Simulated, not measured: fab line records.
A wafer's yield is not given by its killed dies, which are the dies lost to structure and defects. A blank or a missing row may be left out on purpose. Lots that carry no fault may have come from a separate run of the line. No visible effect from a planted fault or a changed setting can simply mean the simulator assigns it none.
Which tool is to blame? + flow n5_finfet + 27 wafers from 9 lots sampled at 5 of the route's 1938 steps

## WHAT EACH GAUGE READ, for each wafer
N5_GATE_CUT_INSPECT_26: inspects for defects (darkfield). Usual: raw_defect_count 48, standard deviation 21.
| lot  | measured     | on                | raw_defect_count | flag |
|------|--------------|-------------------|------------------|------|
| L807 | day 5 19:36  | defect_inspect-02 | 134 44 74        |      |
| L809 | day 6 04:36  | defect_inspect-01 | 26 27 29         |      |
| L812 | day 6 16:47  | defect_inspect-02 | 76 63 55         |      |
| L813 | day 7 00:38  | defect_inspect-02 | 44 22 27         |      |
| L815 | day 7 13:16  | defect_inspect-02 | 28 26 72         |      |
| L818 | day 8 03:34  | defect_inspect-01 | 24 41 34         |      |
| L823 | day 9 13:19  | defect_inspect-02 | 39 42 37         |      |
| L826 | day 10 05:28 | defect_inspect-02 | 48 61 41         |      |
| L827 | day 10 12:08 | defect_inspect-02 | 49 30 62         |      |

N5_BEOL_M4_RC_MEAS_101. Usual: DIBL_N 36.3 mV/V, standard deviation 1.2; DIBL_P 36.3 mV/V, standard deviation 1.4; IOFF_N 0.157 nA/um, standard deviation 0.02; IOFF_P 0.22 nA/um, standard deviation 0.033; ION_N 675 uA/um, standard deviation 9.6; ION_P 465 uA/um, standard deviation 8.2; SS_N 71.4 mV/dec, standard deviation 0.45; SS_P 73.3 mV/dec, standard deviation 0.54; VT_N 249.8 mV, standard deviation 2.5; VT_P -249 mV, standard deviation 3.2.
| lot  | measured     | on        | DIBL_N (mV/V)  | DIBL_P (mV/V)  | IOFF_N (nA/um)    | IOFF_P (nA/um) | ION_N (uA/um) | ION_P (uA/um) | SS_N (mV/dec)  | SS_P (mV/dec)  | VT_N (mV)         | VT_P (mV)      | flag |
|------|--------------|-----------|----------------|----------------|-------------------|----------------|---------------|---------------|----------------|----------------|-------------------|----------------|------|
| L807 | day 9 23:38  | prober-01 | 36.5 37.5 36.6 | 35.2 37.4 34.6 | 0.145 0.176 0.138 | 0.20 0.24 0.19 | 677 690 674   | 465 477 460   | 71.7 71.7 71.2 | 73.1 73.4 73.4 | 253.5 246.0 252.7 | -251 -247 -251 |      |
| L809 | day 10 15:31 | prober-02 | 37.3 37.8 36.0 | 37.8 38.3 35.7 | 0.178 0.186 0.139 | 0.22 0.24 0.19 | 683 679 670   | 471 472 463   | 72.2 72.5 71.3 | 72.9 73.4 72.7 | 244.7 248.3 251.5 | -250 -250 -252 |      |
| L812 | day 11 08:04 | prober-01 | 37.8 37.8 37.6 | 36.3 36.7 35.7 | 0.164 0.176 0.170 | 0.23 0.25 0.23 | 671 688 684   | 462 474 472   | 72.0 71.1 71.6 | 73.7 73.4 73.5 | 251.0 247.2 248.2 | -246 -245 -247 |      |
| L813 | day 10 16:16 | prober-01 | 34.2 34.5 35.3 | 35.7 36.1 37.5 | 0.151 0.159 0.177 | 0.23 0.23 0.26 | 686 670 692   | 468 470 475   | 71.2 71.8 71.6 | 72.6 72.4 72.8 | 248.1 245.6 247.1 | -247 -248 -246 |      |
| L815 | day 11 23:50 | prober-01 | 37.4 36.5 36.8 | 38.4 36.9 36.2 | 0.177 0.157 0.153 | 0.21 0.18 0.18 | 680 669 665   | 462 459 451   | 72.0 71.7 72.0 | 73.6 73.1 73.3 | 248.5 249.4 250.3 | -253 -253 -254 |      |
| L818 | day 12 12:53 | prober-02 | 37.1 36.4 34.7 | 37.0 36.4 34.0 | 0.156 0.154 0.120 | 0.22 0.21 0.18 | 666 671 660   | 459 457 453   | 71.4 72.1 70.6 | 74.0 73.0 73.4 | 250.1 252.0 254.0 | -249 -251 -253 |      |
| L823 | day 13 12:34 | prober-02 | 35.0 35.4 34.6 | 35.5 36.4 35.6 | 0.126 0.127 0.115 | 0.18 0.19 0.18 | 653 661 658   | 459 460 459   | 70.5 71.3 70.8 | 72.8 73.2 73.1 | 254.0 254.7 254.7 | -251 -251 -252 |      |
| L826 | day 13 19:12 | prober-01 | 35.7 37.4 36.5 | 36.1 37.9 36.6 | 0.147 0.182 0.170 | 0.25 0.28 0.26 | 673 675 667   | 469 473 464   | 71.2 71.5 71.8 | 73.3 74.0 73.9 | 249.2 246.1 247.4 | -246 -245 -246 |      |
| L827 | day 14 19:49 | prober-02 | 38.2 34.8 39.5 | 39.2 34.9 40.7 | 0.187 0.119 0.208 | 0.29 0.20 0.34 | 688 665 685   | 471 470 478   | 71.6 70.4 71.7 | 74.1 72.6 74.1 | 249.0 251.8 247.2 | -242 -248 -243 |      |

## WHICH TOOL RAN EACH LOT (tool, then ch and the chambers of the sampled wafers, then the start)
| lot  | N5_GATE_CUT_VAPOR_ETCH_49         | N5_GATE_CUT_ALD_22                | N5_GATE_CUT_CMP_23            |
|------|-----------------------------------|-----------------------------------|-------------------------------|
| L807 | rie_metal-03 ch 0,1, day 5 16:50  | ald_sin-03 ch 0,2,3, day 5 17:05  | cmp-03 ch 0,2,3, day 5 18:38  |
| L809 | rie_metal-01 ch 0, day 6 01:50    | ald_sin-03 ch 1,3, day 6 02:05    | cmp-04 ch 0,1,2, day 6 03:38  |
| L812 | rie_metal-01 ch 0,1, day 6 14:01  | ald_sin-04 ch 1,2,3, day 6 14:15  | cmp-01 ch 0,1,2, day 6 15:44  |
| L813 | rie_metal-01 ch 0,1, day 6 21:53  | ald_sin-01 ch 0,1,2, day 6 22:07  | cmp-01 ch 0,2, day 6 23:38    |
| L815 | rie_metal-03 ch 0,1, day 7 10:30  | ald_sin-01 ch 0,1,2, day 7 10:44  | cmp-01 ch 0,1,3, day 7 12:18  |
| L818 | rie_metal-02 ch 0,1, day 8 00:48  | ald_sin-01 ch 1,2,3, day 8 01:02  | cmp-03 ch 0,1,2, day 8 02:32  |
| L823 | rie_metal-02 ch 0,1, day 9 10:33  | ald_sin-01 ch 0,2,3, day 9 10:47  | cmp-03 ch 1,2,3, day 9 12:21  |
| L826 | rie_metal-02 ch 1, day 10 02:43   | ald_sin-01 ch 0,2,3, day 10 02:56 | cmp-01 ch 0,1,3, day 10 04:31 |
| L827 | rie_metal-02 ch 0,1, day 10 09:22 | ald_sin-04 ch 1,2,3, day 10 09:36 | cmp-03 ch 0,2,3, day 10 11:08 |
- N5_GATE_CUT_VAPOR_ETCH_49: etches TiAlC in BCl3/Cl2.
- N5_GATE_CUT_ALD_22: deposits SiNx, target thk 16 nm, pulse time 1 s, ald cycles 320.
- N5_GATE_CUT_CMP_23: polishes, stops on SiO2, t overpolish 23.4 s, target thk 16 nm.

## WHAT THE TOOLS THEMSELVES READ (means of the sampled wafers that have a number; where no wafer has one, the mark that the record gives instead)
N5_GATE_CUT_VAPOR_ETCH_49. Usual: drypump_motor_current_A 5.9 A, standard deviation 0.41; he_backside_leak_sccm 3.4 sccm, standard deviation 0.32; oes_product_au 0.79 a.u., standard deviation 0.094.
| lot  | tool         | drypump_motor_current_A (A) | he_backside_leak_sccm (sccm) | oes_product_au (a.u.) | flag |
|------|--------------|-----------------------------|------------------------------|-----------------------|------|
| L807 | rie_metal-03 | 6.1                         | 3.6                          | 0.73                  |      |
| L809 | rie_metal-01 | 5.7                         | 3.6                          | 0.95                  |      |
| L812 | rie_metal-01 | 5.5                         | 3.3                          | 0.83                  |      |
| L813 | rie_metal-01 | 5.5                         | 3.4                          | 0.83                  |      |
| L815 | rie_metal-03 | 6.0                         | 3.4                          | 0.79                  |      |
| L818 | rie_metal-02 | 6.5                         | 3.4                          | 0.73                  |      |
| L823 | rie_metal-02 | 6.4                         | 3.4                          | 0.74                  |      |
| L826 | rie_metal-02 | 6.3                         | 3.6                          | 0.75                  |      |
| L827 | rie_metal-02 | 6.4                         | 3.5                          | 0.73                  |      |

N5_GATE_CUT_ALD_22. Usual: chamber_pressure_Torr 2.000 Torr, standard deviation 0.0046; heater_power_w 834 W, standard deviation 57; precursor_pulse_height_rel 0.997, standard deviation 0.021; susceptor_temp_C 400.01 C, standard deviation 0.2.
| lot  | tool       | chamber_pressure_Torr (Torr) | heater_power_w (W) | precursor_pulse_height_rel | susceptor_temp_C (C) | flag |
|------|------------|------------------------------|--------------------|----------------------------|----------------------|------|
| L807 | ald_sin-03 | 2.004                        | 828                | 1.008                      | 399.89               |      |
| L809 | ald_sin-03 | 2.004                        | 792                | 0.996                      | 400.19               |      |
| L812 | ald_sin-04 | 1.998                        | 814                | 1.003                      | 400.23               |      |
| L813 | ald_sin-01 | 1.996                        | 835                | 0.964                      | 400.02               |      |
| L815 | ald_sin-01 | 1.998                        | 844                | 1.007                      | 399.96               |      |
| L818 | ald_sin-01 | 2.002                        | 845                | 0.997                      | 400.05               |      |
| L823 | ald_sin-01 | 1.998                        | 817                | 0.995                      | 399.91               |      |
| L826 | ald_sin-01 | 2.004                        | 810                | 1.004                      | 399.92               |      |
| L827 | ald_sin-04 | 1.999                        | 817                | 1.001                      | 399.85               |      |

N5_GATE_CUT_CMP_23. Usual: head_pressure_psi 2.500 psi, standard deviation 0.0053; motor_current_A 8.7 A, standard deviation 1.3; overpolish_run_s 23.400 s, standard deviation 0.0089; retaining_ring_pressure_frac 1.000, standard deviation 0.0048; time_to_endpoint_s 19.8 s, standard deviation 1.9.
| lot  | tool   | head_pressure_psi (psi) | motor_current_A (A) | overpolish_run_s (s) | retaining_ring_pressure_frac | time_to_endpoint_s (s) | flag |
|------|--------|-------------------------|---------------------|----------------------|------------------------------|------------------------|------|
| L807 | cmp-03 | 2.504                   | 8.3                 | 23.400               | 1.000                        | 23.9                   |      |
| L809 | cmp-04 | 2.500                   | 8.3                 | 23.396               | 0.997                        | 16.4                   |      |
| L812 | cmp-01 | 2.504                   | 8.3                 | 23.403               | 0.999                        | 20.2                   |      |
| L813 | cmp-01 | 2.580                   | 8.3                 | 23.398               | 1.003                        | 17.0                   | OFF  |
| L815 | cmp-01 | 2.578                   | 8.8                 | 23.398               | 1.000                        | 19.4                   | OFF  |
| L818 | cmp-03 | 2.500                   | 7.9                 | 23.400               | 1.002                        | 20.6                   |      |
| L823 | cmp-03 | 2.501                   | 9.2                 | 23.404               | 1.000                        | 17.9                   |      |
| L826 | cmp-01 | 2.497                   | 8.6                 | 23.394               | 1.005                        | 21.6                   |      |
| L827 | cmp-03 | 2.501                   | 8.2                 | 23.409               | 1.003                        | 18.9                   |      |

## THE ANSWER, worked out from the rows above alone
Rule: a lot counts as off when the mean over its wafers that have a number is more than 3 standard deviations away from the usual mean. A lot without any number at a reading at which 4 lots or more have one is off too. All remaining lots with rows at the step are treated as sound. The gauges are gone through in route order, then the tools' own readings, and for those a lot's mean is taken as printed above. At the first step where some lot is off, the reading lying furthest off is the one used; lots without a number count as furthest.
Off, at N5_GATE_CUT_CMP_23 on head_pressure_psi: L813, L815.
If a tool, at that step or one of the process steps before it, ran each lot that is off and ran no sound lot following the first of them, it fits. Of those tried, none fits.

## WHAT THE SIMULATOR PUT IN
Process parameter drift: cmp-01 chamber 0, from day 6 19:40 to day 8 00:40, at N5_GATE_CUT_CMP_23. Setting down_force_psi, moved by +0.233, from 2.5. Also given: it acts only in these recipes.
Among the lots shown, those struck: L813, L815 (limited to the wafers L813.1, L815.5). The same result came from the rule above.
